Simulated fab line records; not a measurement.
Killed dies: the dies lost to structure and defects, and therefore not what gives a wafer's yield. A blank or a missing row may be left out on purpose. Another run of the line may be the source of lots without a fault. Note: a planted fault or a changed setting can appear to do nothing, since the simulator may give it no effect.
fab line records | flow n5-finfet
record lots=11 | wafers=33 | last-day=18
route steps=1938 shown BEOL_M1@810 TV_OPEN@1889 PAD_METAL@1893 PASSIVATION@1908
lots that met no fault: taken from a fault-free run of the same line
start-h: hours from the record's opening day to when the first of the lot's shown wafers began | wait-h: hours from the lot's prior step to this one | " the same as in the row above | L1.1+2: a row that stands for several wafers | - either no value or no given start | * or withheld: withheld | < > ~ a bound
route shown NAME@n: a module of which the file shows steps, and the number in the route of the first | usual: mean/standard deviation taken from wafers without a fault | same: alike in all rows | chamber/n: place in a boat | sites: the reading at each site | _std_site: standard deviation of those values | _edge_site: inner sites' mean taken away from outer sites' mean | radius-mm: for every site, how far away it sits from the centre of the wafer | mask NAME#n: copy n | behind: the last tool/chamber to shape the wafer | hold: cause of the lot's hold/its duration in hours/its outcome | device: the n, p or np transistor that did not switch | end of line: the same wafers' tests at the end of the route | a step with no rows: only its recipe | killed: not the wafer's yield, but the dies lost to structure and defects at the first sort | map: the dies of a wafer, with x for killed, . for not killed, _ for no die there
set.NAME: the setting as run; set.NAME@STEP: as run at that earlier step | model.NAME: the simulator's own value behind a step, which no gauge read
the route's steps for a sample of lots (tables are steps, rows are wafers)
services: the hour from which a tool's chamber was out of use, counted from the record's first day as start-h (under 0 if before that day), plus the number of hours and why
## steps
# step N5_BEOL_M1_PRE_CLEAN_45
# recipe gas=H2/He | time-s=30 | temp-c=250
# usual heater-power-w=331/23
lot.wafer | tool           | chamber | start-h | wait-h | heater-power-w
L935.2    | pvd-sputter-01 | -       | 130.94  | 0.0    | 335
L935.3    | "              | -       | "       | "      | 323
L935.4    | "              | -       | "       | "      | 304
L938.1    | pvd-sputter-01 | -       | 147.27  | 0.0    | 328
L938.4    | "              | -       | "       | "      | 343
L938.6    | "              | -       | "       | "      | 322
L939.3    | pvd-sputter-01 | -       | 151.47  | 0.0    | 338
L939.5    | "              | -       | "       | "      | 326
L939.6    | "              | -       | "       | "      | 315
L940.1    | pvd-sputter-01 | -       | 161.86  | 0.0    | 338
L940.2    | "              | -       | "       | "      | 321
L940.6    | "              | -       | "       | "      | 314
L943.4    | pvd-sputter-01 | -       | 175.90  | 0.0    | 316
L943.5    | "              | -       | "       | "      | 330
L943.6    | "              | -       | "       | "      | 311
L945.3    | pvd-sputter-03 | -       | 190.07  | 0.0    | 391
L945.5    | "              | -       | "       | "      | 398
L945.6    | "              | -       | "       | "      | 322
L946.1    | pvd-sputter-01 | -       | 199.34  | 0.0    | 329
L946.3    | "              | -       | "       | "      | 319
L946.5    | "              | -       | "       | "      | 335
L951.3    | pvd-sputter-03 | -       | 231.85  | 0.0    | 309
L951.4    | "              | -       | "       | "      | 341
L951.6    | "              | -       | "       | "      | 402
L953.2    | pvd-sputter-02 | -       | 237.32  | 0.0    | 326
L953.3    | "              | -       | "       | "      | 304
L953.4    | "              | -       | "       | "      | 352
L957.3    | pvd-sputter-02 | -       | 264.94  | 0.0    | 309
L957.5    | "              | -       | "       | "      | 326
L957.6    | "              | -       | "       | "      | 348
L958.1    | pvd-sputter-01 | -       | 268.45  | 0.0    | 321
L958.4    | "              | -       | "       | "      | 345
L958.5    | "              | -       | "       | "      | 338
# step N5_PASSIVATION_STRIP_14
# recipe chemistry=O2 | power-w=600 | temp-c=60 | pressure-mtorr=30 | rf-frequency-hz=6e+07 | bias-power-w=0 | overash-fraction=0.5 | o2-flow-sccm=225
# usual drypump-motor-current-A=5.9/0.47 | oes-product-au=0.79/0.078 | rf-vpp-V=3.7/0.9 | showerhead-plenum-p-Torr=2.06/0.064 | throttle-valve-pct=16.69/0.26
lot.wafer | tool        | chamber | start-h | wait-h | drypump-motor-current-A | oes-product-au | rf-hours-counter-h | rf-vpp-V | showerhead-plenum-p-Torr | throttle-valve-pct
L935.2    | rie-diel-06 | 2       | 264.52  | 0.1    | 5.8                     | 0.72           | 200                | 3.6      | 2.10                     | 17.05
L935.3    | "           | 3       | "       | "      | 5.0                     | 0.73           | 201                | 4.0      | 1.98                     | 16.76
L935.4    | "           | 1       | "       | "      | 5.3                     | 0.69           | 233                | 3.8      | 1.96                     | 16.50
L938.1    | rie-diel-01 | 2       | 287.89  | 0.1    | 6.0                     | 0.85           | 48                 | 3.9      | 2.06                     | 16.75
L938.4    | "           | 3       | "       | "      | 6.7                     | 0.72           | 193                | 3.7      | 2.09                     | 16.80
L938.6    | "           | 1       | "       | "      | 5.9                     | 0.83           | -                  | 4.3      | 2.00                     | 16.39
L939.3    | rie-diel-01 | 0       | 289.20  | 0.1    | 6.0                     | 0.86           | 54                 | 5.0      | 2.06                     | 16.72
L939.5    | "           | 3       | "       | "      | 6.7                     | 0.73           | -                  | 4.0      | 2.09                     | 16.77
L939.6    | "           | 2       | "       | "      | 6.0                     | 0.85           | -                  | 3.8      | 2.06                     | 16.77
L940.1    | rie-diel-03 | 1       | 293.43  | 0.1    | 5.7                     | 0.92           | 8                  | 4.2      | 2.04                     | 16.74
L940.2    | "           | 2       | "       | "      | 5.6                     | 0.70           | 220                | 2.9      | 2.08                     | 17.15
L940.6    | "           | 2       | "       | "      | 5.6                     | 0.70           | -                  | 3.5      | 2.08                     | 17.19
L943.4    | rie-diel-01 | 1       | 308.12  | 0.1    | 5.9                     | 0.81           | 109                | 4.3      | 2.00                     | 16.43
L943.5    | "           | 0       | "       | "      | 6.1                     | 0.84           | -                  | 4.1      | 2.06                     | 16.73
L943.6    | "           | 1       | "       | "      | 5.9                     | 0.81           | -                  | 4.2      | 2.00                     | 16.45
L945.3    | rie-diel-01 | 1       | 325.85  | 0.1    | 5.9                     | 0.80           | 115                | 2.0      | 2.00                     | 16.42
L945.5    | "           | 0       | "       | "      | 6.1                     | 0.84           | -                  | 3.1      | 2.06                     | 16.74
L945.6    | "           | 1       | "       | "      | 5.8                     | 0.81           | -                  | 4.3      | 2.00                     | 16.42
L946.1    | rie-diel-01 | 2       | 327.49  | 0.1    | 6.1                     | 0.83           | 61                 | 4.7      | 2.05                     | 16.75
L946.3    | "           | 0       | "       | "      | 6.1                     | 0.84           | 66                 | 2.6      | 2.06                     | 16.73
L946.5    | "           | 2       | "       | "      | 6.1                     | 0.83           | -                  | 3.9      | 2.05                     | 16.78
L951.3    | rie-diel-01 | 3       | 352.20  | 0.1    | 6.7                     | 0.69           | 212                | 4.2      | 2.08                     | 16.81
L951.4    | "           | 0       | "       | "      | 6.1                     | 0.83           | 74                 | 3.9      | 2.06                     | 16.74
L951.6    | "           | 1       | "       | "      | 5.8                     | 0.80           | -                  | 4.4      | 2.00                     | 16.46
L953.2    | rie-diel-06 | 1       | 374.27  | 0.1    | 5.3                     | 0.92           | 3                  | 3.4      | 2.22                     | 16.06
L953.3    | "           | 0       | "       | "      | 6.2                     | 0.80           | 111                | 4.8      | 2.02                     | 16.48
L953.4    | "           | 1       | "       | "      | 5.3                     | 0.95           | -                  | 2.8      | 2.22                     | 16.10
L958.1    | rie-diel-03 | 3       | 414.33  | 0.1    | 5.0                     | 0.94           | 16                 | 3.1      | 2.22                     | 16.36
L958.4    | "           | 0       | "       | "      | 6.0                     | 0.81           | -                  | 3.1      | 2.14                     | 16.91
L958.5    | "           | 1       | "       | "      | 5.6                     | 0.86           | -                  | 4.3      | 2.03                     | 16.79
L957.3    | rie-diel-06 | 0       | 414.85  | 0.1    | 6.2                     | 0.78           | 120                | 4.9      | 2.02                     | 16.50
L957.5    | "           | 2       | "       | "      | 5.8                     | 0.68           | -                  | 3.7      | 2.08                     | 17.13
L957.6    | "           | 0       | "       | "      | 6.2                     | 0.79           | -                  | 2.4      | 2.02                     | 16.52
# step N5_PASSIVATION_DEGAS_18
# recipe ambient=vacuum | temp-c=300 | time-s=60
# usual heater-power-w=462/32
lot.wafer | tool           | chamber | start-h | wait-h | heater-power-w
L935.2    | pvd-sputter-02 | -       | 265.08  | 0.4    | 463
L935.3    | "              | -       | "       | "      | 425
L935.4    | "              | -       | "       | "      | 431
L938.1    | pvd-sputter-03 | -       | 288.11  | 0.0    | 542
L938.4    | "              | -       | "       | "      | 431
L938.6    | "              | -       | "       | "      | 491
L939.3    | pvd-sputter-01 | -       | 289.42  | 0.0    | 443
L939.5    | "              | -       | "       | "      | 430
L939.6    | "              | -       | "       | "      | 471
L940.1    | pvd-sputter-03 | -       | 293.65  | 0.0    | 449
L940.2    | "              | -       | "       | "      | 485
L940.6    | "              | -       | "       | "      | 430
L943.4    | pvd-sputter-02 | -       | 308.52  | 0.2    | 491
L943.5    | "              | -       | "       | "      | 428
L943.6    | "              | -       | "       | "      | 460
L945.3    | pvd-sputter-03 | -       | 327.03  | 1.0    | 491
L945.5    | "              | -       | "       | "      | 469
L945.6    | "              | -       | "       | "      | 547
L946.1    | pvd-sputter-02 | -       | 327.88  | 0.2    | 441
L946.3    | "              | -       | "       | "      | 429
L946.5    | "              | -       | "       | "      | 427
L951.3    | pvd-sputter-01 | -       | 352.66  | 0.3    | 484
L951.4    | "              | -       | "       | "      | 438
L951.6    | "              | -       | "       | "      | 448
L953.2    | pvd-sputter-02 | -       | 374.68  | 0.2    | 495
L953.3    | "              | -       | "       | "      | 415
L953.4    | "              | -       | "       | "      | 427
L958.1    | pvd-sputter-03 | -       | 414.76  | 0.2    | 428
L958.4    | "              | -       | "       | "      | 542
L958.5    | "              | -       | "       | "      | 442
L957.3    | pvd-sputter-03 | -       | 415.58  | 0.5    | 490
L957.5    | "              | -       | "       | "      | 438
L957.6    | "              | -       | "       | "      | 452
# step N5_PASSIVATION_DESCUM_32
# recipe chemistry=O2 | time-s=7.9 | source-power-w=50 | bias-power-w=20 | pressure-mtorr=20 | rf-frequency-hz=2.712e+07 | temp-c=40 | o2-flow-sccm=225
# usual drypump-motor-current-A=5.6/0.38 | oes-product-au=0.78/0.071 | rf-vpp-V=243.2/1.3 | showerhead-plenum-p-Torr=2.10/0.066 | throttle-valve-pct=20.33/0.19
lot.wafer | tool        | chamber | start-h | wait-h | drypump-motor-current-A | oes-product-au | rf-hours-counter-h | rf-vpp-V | showerhead-plenum-p-Torr | throttle-valve-pct
L935.2    | rie-diel-04 | 3       | 265.91  | 0.1    | 5.0                     | 0.84           | 68                 | 245.2    | 2.22                     | 20.26
L935.3    | "           | 1       | "       | "      | 5.4                     | 0.87           | 37                 | 243.4    | 2.05                     | 20.04
L935.4    | "           | 2       | "       | "      | 5.7                     | 0.72           | 210                | 244.6    | 2.16                     | 20.62
L938.1    | rie-diel-05 | 2       | 288.97  | 0.0    | 5.8                     | 0.68           | 233                | 242.8    | 2.14                     | 20.00
L938.4    | "           | 3       | "       | "      | 5.7                     | 0.68           | 244                | 242.7    | 2.08                     | 20.48
L938.6    | "           | 0       | "       | "      | 5.6                     | 0.82           | -                  | 245.1    | 2.20                     | 20.34
L939.3    | rie-diel-02 | 1       | 290.19  | 0.1    | 5.4                     | 0.86           | 40                 | 242.9    | 2.10                     | 20.27
L939.5    | "           | 2       | "       | "      | 6.6                     | 0.72           | -                  | 241.0    | 2.01                     | 20.48
L939.6    | "           | 1       | "       | "      | 5.4                     | 0.86           | -                  | 243.7    | 2.10                     | 20.27
L940.1    | rie-diel-05 | 1       | 294.52  | 0.0    | 5.4                     | 0.90           | 35                 | 243.0    | 2.05                     | 20.39
L940.2    | "           | 2       | "       | "      | 5.8                     | 0.67           | 235                | 245.0    | 2.14                     | 20.00
L940.6    | "           | 2       | "       | "      | 5.8                     | 0.68           | -                  | 243.4    | 2.14                     | 20.01
L943.4    | rie-diel-02 | 1       | 309.41  | 0.1    | 5.4                     | 0.85           | -                  | 242.5    | 2.10                     | 20.27
L943.5    | "           | 0       | "       | "      | 5.4                     | 0.76           | -                  | 244.0    | 2.09                     | 20.26
L943.6    | "           | 2       | "       | "      | 6.6                     | 0.73           | -                  | 241.9    | 2.00                     | 20.48
L945.3    | rie-diel-05 | 0       | 328.36  | 0.6    | 5.6                     | 0.80           | 105                | 245.8    | 2.20                     | 20.37
L945.5    | "           | 3       | "       | "      | 5.7                     | 0.98           | -                  | 242.1    | 2.07                     | 20.08
L945.6    | "           | 0       | "       | "      | 5.6                     | 0.80           | -                  | 245.4    | 2.20                     | 20.36
L946.1    | rie-diel-04 | 0       | 328.62  | 0.0    | 5.9                     | 0.73           | 225                | 242.9    | 2.07                     | 20.39
L946.3    | "           | 2       | "       | "      | 5.7                     | 0.70           | 229                | 244.2    | 2.15                     | 20.66
L946.5    | "           | 0       | "       | "      | 5.9                     | 0.72           | -                  | 242.7    | 2.07                     | 20.38
L951.3    | rie-diel-02 | 2       | 353.52  | 0.0    | 6.6                     | 0.71           | 215                | 242.4    | 2.00                     | 20.51
L951.4    | "           | 1       | "       | "      | 5.3                     | 0.83           | 64                 | 243.5    | 2.09                     | 20.33
L951.6    | "           | 1       | "       | "      | 5.4                     | 0.83           | -                  | 244.5    | 2.09                     | 20.31
L953.2    | rie-diel-04 | 3       | 375.55  | 0.0    | 5.0                     | 0.80           | 105                | 243.1    | 2.21                     | 20.33
L953.3    | "           | 2       | "       | "      | 5.7                     | 0.69           | 243                | 243.8    | 2.15                     | 20.67
L953.4    | "           | 0       | "       | "      | 5.9                     | 0.72           | 239                | 241.1    | 2.07                     | 20.41
L958.1    | rie-diel-04 | 3       | 415.71  | 0.1    | 5.0                     | 0.80           | 114                | 245.6    | 2.20                     | 20.34
L958.4    | "           | 1       | "       | "      | 5.4                     | 0.81           | -                  | 241.7    | 2.03                     | 20.11
L958.5    | "           | 0       | "       | "      | 5.9                     | 0.70           | -                  | 242.3    | 2.06                     | 20.43
L957.3    | rie-diel-05 | 3       | 416.32  | 0.0    | 5.6                     | 0.87           | 35                 | 242.0    | 2.06                     | 20.11
L957.5    | "           | 1       | "       | "      | 5.4                     | 0.82           | -                  | 242.1    | 2.03                     | 20.47
L957.6    | "           | 2       | "       | "      | 5.8                     | 0.92           | -                  | 243.1    | 2.12                     | 19.69
# step N5_PASSIVATION_PROBE_49
# usual defect-limited-yield=91.0/1.5 | killed_at_M0_to_M3=34/9.1 | killed_at_M4_up=14/5.7 | killed-at-contacts=13/5.7 | killed-at-front-end=42/12 | killed-at-other=4/3.4 | killed-dies=106/17 | killed-on-rim=14/4.3 | killed-open=70/13 | killed-short=34/7.5 | sort_bin_5_function=5.2/0.94 | sort_bin_6_memory=3.4/0.69 | sort_bin_8_speed=0.00/0.029 | sort-n-pass=1074/17 | sort-yield-pct=91.0/1.5
# same gross-dies=1180 | killed-at-back-side=0 | sort_bin_4_leakage[%]=0
lot.wafer | tool      | chamber | start-h | wait-h | defect-limited-yield[%] | killed_at_M0_to_M3 | killed_at_M4_up | killed-at-contacts | killed-at-front-end | killed-at-other | killed-dies | killed-on-rim | killed-open | killed-short | sort_bin_5_function[%] | sort_bin_6_memory[%] | sort_bin_8_speed[%] | sort-n-pass | sort-yield-pct[%]
L938.1    | prober-01 | -       | 294.10  | 0.0    | 91.7                    | 32                 | 25              | 7                  | 31                  | 3               | 98          | 15            | 74          | 22           | 4.9                    | 3.2                  | 0                   | 1082        | 91.7
L938.4    | prober-01 | -       | 294.25  | 0.2    | 90.6                    | 28                 | 15              | 18                 | 42                  | 8               | 111         | 11            | 71          | 36           | 5.3                    | 3.6                  | 0                   | 1069        | 90.6
L938.6    | prober-01 | -       | 294.35  | 0.3    | 91.9                    | 33                 | 5               | 12                 | 42                  | 4               | 96          | 11            | 64          | 32           | 4.8                    | 3.1                  | 0                   | 1084        | 91.9
L939.3    | prober-02 | -       | 295.06  | 0.1    | 90.8                    | 46                 | 11              | 4                  | 48                  | 0               | 109         | 17            | 68          | 36           | 5.1                    | 3.5                  | 0                   | 1071        | 90.8
L939.5    | prober-02 | -       | 295.16  | 0.2    | 91.6                    | 33                 | 11              | 7                  | 42                  | 6               | 99          | 17            | 58          | 39           | 5.3                    | 2.6                  | 0                   | 1081        | 91.6
L939.6    | prober-02 | -       | 295.21  | 0.3    | 92.2                    | 43                 | 9               | 7                  | 28                  | 5               | 92          | 13            | 67          | 24           | 5.3                    | 2.1                  | 0                   | 1088        | 92.2
L940.1    | prober-01 | -       | 299.50  | 0.0    | 91.4                    | 43                 | 13              | 14                 | 27                  | 4               | 101         | 13            | 65          | 32           | 4.7                    | 3.1                  | 0                   | 1079        | 91.4
L940.2    | prober-01 | -       | 299.55  | 0.1    | 90.8                    | 41                 | 9               | 15                 | 37                  | 6               | 108         | 14            | 68          | 39           | 6.0                    | 2.8                  | 0                   | 1072        | 90.8
L940.6    | prober-01 | -       | 299.75  | 0.3    | 91.3                    | 40                 | 12              | 14                 | 35                  | 2               | 103         | 17            | 62          | 40           | 4.7                    | 3.8                  | 0                   | 1077        | 91.3
L943.4    | prober-02 | -       | 314.52  | 0.2    | 85.8                    | 95                 | 9               | 15                 | 43                  | 6               | 168         | 27            | 64          | 36           | 9.3                    | 4.2                  | 0                   | 1012        | 85.8
L943.5    | prober-02 | -       | 314.57  | 0.2    | 90.9                    | 28                 | 16              | 14                 | 47                  | 2               | 107         | 20            | 69          | 38           | 6.0                    | 2.9                  | 0                   | 1073        | 90.9
L943.6    | prober-02 | -       | 314.62  | 0.3    | 85.4                    | 102                | 16              | 19                 | 30                  | 5               | 172         | 26            | 68          | 37           | 8.6                    | 4.7                  | 0                   | 1008        | 85.4
L945.3    | prober-02 | -       | 333.64  | 0.1    | 91.9                    | 19                 | 24              | 11                 | 22                  | 19              | 95          | 20            | 59          | 36           | 5.0                    | 3.0                  | 0                   | 1085        | 91.9
L945.5    | prober-02 | -       | 333.74  | 0.2    | 90.0                    | 21                 | 32              | 15                 | 42                  | 8               | 118         | 10            | 76          | 38           | 5.3                    | 3.6                  | 0                   | 1062        | 90.0
L945.6    | prober-02 | -       | 333.79  | 0.3    | 89.7                    | 28                 | 23              | 14                 | 50                  | 7               | 122         | 12            | 72          | 49           | 5.6                    | 4.5                  | 0                   | 1058        | 89.7
L946.1    | prober-01 | -       | 333.81  | 0.0    | 92.4                    | 39                 | 5               | 13                 | 29                  | 4               | 90          | 16            | 57          | 31           | 5.3                    | 2.1                  | 0                   | 1090        | 92.4
L946.3    | prober-01 | -       | 333.91  | 0.1    | 85.8                    | 109                | 7               | 12                 | 37                  | 3               | 168         | 23            | 63          | 33           | 8.8                    | 4.2                  | 0                   | 1012        | 85.8
L946.5    | prober-01 | -       | 334.01  | 0.2    | 90.0                    | 19                 | 4               | 27                 | 53                  | 15              | 118         | 15            | 77          | 39           | 5.4                    | 4.2                  | 0                   | 1062        | 90.0
L957.3    | prober-01 | -       | 422.63  | 0.1    | 92.1                    | 24                 | 9               | 12                 | 38                  | 10              | 93          | 7             | 66          | 25           | 4.7                    | 2.9                  | 0                   | 1087        | 92.1
L957.5    | prober-01 | -       | 422.73  | 0.2    | 91.6                    | 45                 | 9               | 11                 | 34                  | 0               | 99          | 11            | 54          | 41           | 5.3                    | 2.4                  | 0                   | 1081        | 91.6
L957.6    | prober-01 | -       | 422.78  | 0.3    | 91.9                    | 35                 | 3               | 10                 | 44                  | 3               | 95          | 18            | 54          | 37           | 3.8                    | 3.3                  | 0                   | 1085        | 91.9
# killed by level:class
L938.1 STI_FIN_REVEAL:geometric-particle:open=11 BEOL_M4:geometric-particle:open=9 FIN_SAQP:geometric-particle:open=6 BEOL_M3:geometric-particle:open=6 BEOL_M5:geometric-particle:open=6 BEOL_M0_SAQP:geometric-particle:short=5 MOL_CONTACT_COAG:geometric-particle:open=5 BEOL_M1:geometric-particle:open=5
L938.4 MOL_CONTACT_COAG:geometric-particle:open=15 FIN_SAQP:geometric-particle:short=10 FIN_SAQP:geometric-particle:open=10 BEOL_M1:geometric-particle:open=9 STI_FIN_REVEAL:geometric-particle:open=8 BEOL_M0_SAQP:geometric-particle:short=4 BEOL_M0:geometric-particle:open=4 BEOL_M3:geometric-particle:open=4
L938.6 BEOL_M3:geometric-particle:open=13 FIN_SAQP:geometric-particle:open=10 MOL_CONTACT_COAG:geometric-particle:open=10 FIN_SAQP:geometric-particle:short=8 DUMMY_GATE:geometric-particle:open=7 BEOL_M0_SAQP:geometric-particle:short=7 STI_FIN_REVEAL:geometric-particle:open=5 STI_FIN_REVEAL:geometric-particle:short=4
L939.3 BEOL_M0_SAQP:geometric-particle:short=11 BEOL_M0_SAQP:geometric-particle:open=11 FIN_SAQP:geometric-particle:short=7 GATE_CUT:geometric-particle:open=7 BEOL_M1:geometric-particle:open=7 BEOL_M1:geometric-particle:short=6 BEOL_M3:geometric-particle:open=6 STI_FIN_REVEAL:geometric-particle:open=5
L939.5 BEOL_M0_SAQP:geometric-particle:short=9 BEOL_M0_SAQP:geometric-particle:open=9 FIN_SAQP:geometric-particle:open=6 GATE_CUT:geometric-particle:short=6 STI_FIN_REVEAL:geometric-particle:open=5 DUMMY_GATE:geometric-particle:open=5 STARTING-WAFER:geometric-particle:open=5 BEOL_M3:geometric-particle:open=5
L939.6 BEOL_M0_SAQP:geometric-particle:open=14 BEOL_M3:geometric-particle:open=11 BEOL_M1:geometric-particle:open=7 DUMMY_GATE:geometric-particle:open=6 FIN_SAQP:geometric-particle:open=5 STI_FIN_REVEAL:geometric-particle:open=5 BEOL_M0_SAQP:geometric-particle:short=5 GATE_CUT:geometric-particle:open=4
L940.1 BEOL_M3:geometric-particle:open=13 MOL_CONTACT_COAG:geometric-particle:open=10 STI_FIN_REVEAL:geometric-particle:open=7 BEOL_M0_SAQP:geometric-particle:open=7 BEOL_M2:geometric-particle:open=6 GATE_CUT:geometric-particle:short=5 BEOL_M1:geometric-particle:open=5 MOL_CONTACT_COAG:geometric-particle:short=4
L940.2 MOL_CONTACT_COAG:geometric-particle:open=13 BEOL_M0_SAQP:geometric-particle:open=10 FIN_SAQP:geometric-particle:short=7 BEOL_M0_SAQP:geometric-particle:short=7 BEOL_M1:geometric-particle:open=6 BEOL_M2:geometric-particle:open=6 STARTING-WAFER:geometric-particle:open=5 STARTING-WAFER:geometric-particle:short=5
L940.6 MOL_CONTACT_COAG:geometric-particle:open=12 BEOL_M3:geometric-particle:open=8 BEOL_M0_SAQP:geometric-particle:short=7 BEOL_M0_SAQP:geometric-particle:open=7 FIN_SAQP:geometric-particle:short=6 BEOL_M2:geometric-particle:open=6 FIN_SAQP:geometric-particle:open=5 STARTING-WAFER:geometric-particle:short=5
L943.4 BEOL_M1:unspecified=68 MOL_CONTACT_COAG:geometric-particle:open=13 STI_FIN_REVEAL:geometric-particle:open=8 GATE_CUT:geometric-particle:short=7 BEOL_M0_SAQP:geometric-particle:short=7 BEOL_M3:geometric-particle:open=7 BEOL_M4:geometric-particle:open=6 FIN_SAQP:geometric-particle:open=5
L943.5 FIN_SAQP:geometric-particle:open=16 MOL_CONTACT_COAG:geometric-particle:open=11 BEOL_M4:geometric-particle:open=9 FIN_SAQP:geometric-particle:short=8 STI_FIN_REVEAL:geometric-particle:open=7 BEOL_M3:geometric-particle:open=7 BEOL_M2:geometric-particle:short=6 DUMMY_GATE:geometric-particle:open=4
L943.6 BEOL_M1:unspecified=67 MOL_CONTACT_COAG:geometric-particle:open=15 BEOL_M4:geometric-particle:open=12 FIN_SAQP:geometric-particle:short=9 BEOL_M0_SAQP:geometric-particle:open=8 BEOL_M0_SAQP:geometric-particle:short=8 BEOL_M3:geometric-particle:open=8 FIN_SAQP:geometric-particle:open=5
L945.3 MOL_CONTACT_COAG:geometric-particle:open=11 BEOL_M4:geometric-particle:open=10 GATE_CUT:geometric-particle:short=8 BEOL_M0_SAQP:geometric-particle:open=6 BEOL_M3:geometric-particle:open=6 BEOL_M4:geometric-particle:short=6 MIM_TOP_ETCH:geometric-particle:open=5 PASS1_CAP:geometric-particle:open=4
L945.5 BEOL_M4:geometric-particle:open=19 MOL_CONTACT_COAG:geometric-particle:open=10 STI_FIN_REVEAL:geometric-particle:open=8 BEOL_M0_SAQP:geometric-particle:open=8 FIN_SAQP:geometric-particle:short=6 BEOL_M0_SAQP:geometric-particle:short=6 GATE_CUT:geometric-particle:short=5 BEOL_M4:geometric-particle:short=5
L945.6 BEOL_M4:geometric-particle:open=15 BEOL_M3:geometric-particle:open=12 FIN_SAQP:geometric-particle:short=11 MOL_CONTACT_COAG:geometric-particle:open=11 STI_FIN_REVEAL:geometric-particle:open=10 FIN_SAQP:geometric-particle:open=8 BEOL_M0_SAQP:geometric-particle:short=7 GATE_CUT:geometric-particle:short=5
L946.1 BEOL_M1:geometric-particle:open=13 MOL_CONTACT_COAG:geometric-particle:open=12 BEOL_M0_SAQP:geometric-particle:open=6 GATE_CUT:geometric-particle:short=5 BEOL_M0_SAQP:geometric-particle:short=5 BEOL_M1:geometric-particle:short=5 FIN_SAQP:geometric-particle:open=4 DUMMY_GATE:geometric-particle:open=4
L946.3 BEOL_M1:unspecified=71 BEOL_M0_SAQP:geometric-particle:short=13 MOL_CONTACT_COAG:geometric-particle:open=10 STI_FIN_REVEAL:geometric-particle:open=8 BEOL_M0_SAQP:geometric-particle:open=7 BEOL_M1:geometric-particle:open=6 BEOL_M1:geometric-particle:short=5 BEOL_M2:geometric-particle:open=5
L946.5 MOL_CONTACT_COAG:geometric-particle:open=18 STI_FIN_REVEAL:geometric-particle:open=15 FIN_SAQP:geometric-particle:open=11 MOL_CONTACT_COAG:geometric-particle:short=9 BEOL_M0_SAQP:geometric-particle:open=8 MIM_TOP_ETCH:geometric-particle:short=5 FIN_SAQP:geometric-particle:short=4 DUMMY_GATE:geometric-particle:open=4
L957.3 MOL_CONTACT_COAG:geometric-particle:open=10 STI_FIN_REVEAL:geometric-particle:open=7 BEOL_M2:geometric-particle:open=7 DUMMY_GATE:geometric-particle:open=6 BEOL_M0_SAQP:geometric-particle:open=5 PASS1_CAP:geometric-particle:short=5 FIN_SAQP:geometric-particle:open=4 GATE_CUT:geometric-particle:short=4
L957.5 BEOL_M0_SAQP:geometric-particle:short=17 BEOL_M2:geometric-particle:open=12 BEOL_M0_SAQP:geometric-particle:open=10 MOL_CONTACT_COAG:geometric-particle:open=9 FIN_SAQP:geometric-particle:short=6 STARTING-WAFER:geometric-particle:open=5 BEOL_M2:geometric-particle:short=4 FIN_SAQP:geometric-particle:open=3
L957.6 GATE_CUT:geometric-particle:open=10 GATE_CUT:geometric-particle:short=10 BEOL_M0_SAQP:geometric-particle:open=9 MOL_CONTACT_COAG:geometric-particle:open=8 FIN_SAQP:geometric-particle:short=6 BEOL_M0:geometric-particle:open=5 BEOL_M2:geometric-particle:open=5 BEOL_M0_SAQP:geometric-particle:short=4
## services
tool           | chamber | start-h | hours | kind
rie-diel-02    | 2       | 123.38  | 3.3   | repair
rie-diel-02    | 3       | 124.20  | 18.9  | repair
rie-diel-05    | 2       | 127.78  | 5.4   | repair
rie-diel-04    | 0       | 133.20  | 5.6   | repair
rie-diel-01    | 3       | 161.64  | 11.6  | repair
rie-diel-06    | -       | 193.26  | 2.8   | pm
rie-diel-05    | 3       | 207.52  | 3.0   | repair
rie-diel-06    | 1       | 217.57  | 10.0  | repair
rie-diel-04    | 2       | 266.00  | 8.9   | repair
rie-diel-06    | -       | 278.78  | 15.6  | pm
rie-diel-02    | 3       | 307.91  | 13.1  | repair
rie-diel-05    | 1       | 337.55  | 4.0   | repair
pvd-sputter-03 | -       | 341.47  | 6.6   | repair
rie-diel-05    | -       | 352.42  | 0.5   | repair
pvd-sputter-01 | -       | 369.52  | 4.6   | repair
rie-diel-02    | -       | 372.06  | 0.2   | repair
rie-diel-06    | 2       | 373.65  | 8.9   | repair
rie-diel-06    | 0       | 387.97  | 4.6   | repair
rie-diel-04    | -       | 389.10  | 14.6  | pm
rie-diel-05    | -       | 389.51  | 2.8   | pm
pvd-sputter-01 | -       | 390.82  | 1.7   | repair
pvd-sputter-03 | -       | 393.43  | 2.3   | repair
rie-diel-05    | 2       | 397.25  | 10.5  | repair
rie-diel-01    | 1       | 402.93  | 5.7   | repair
## key
first-sign step=N5_PASSIVATION_PROBE_49 | reading=killed_at_M0_to_M3 | direction=up | sigmas=7.4 | usual=34 | struck=102
effect step=N5_PASSIVATION_PROBE_49 | reading=killed-dies | direction=up | sigmas=3.7 | usual=106 | struck=169
more-kills-born-at N5_BEOL_M1_PRE_CLEAN_45@pvd-sputter-01=206
met-at N5_BEOL_M1_PRE_CLEAN_45
struck-lots L943,L946
struck-wafers L943.4,L943.6,L946.3
not-acting-at N5_PASSIVATION_STRIP_14,N5_PASSIVATION_DEGAS_18,N5_PASSIVATION_DESCUM_32
onset-between 161.86 175.90
fault kind=chamber-particle-source | tool=pvd-sputter-01 | chamber=- | onset-h=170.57 | steps=N5_BEOL_M1_PRE_CLEAN_45 | rate-per-visit-cm2=0.37633 | end-h=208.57 | scope=struck-wafers-only
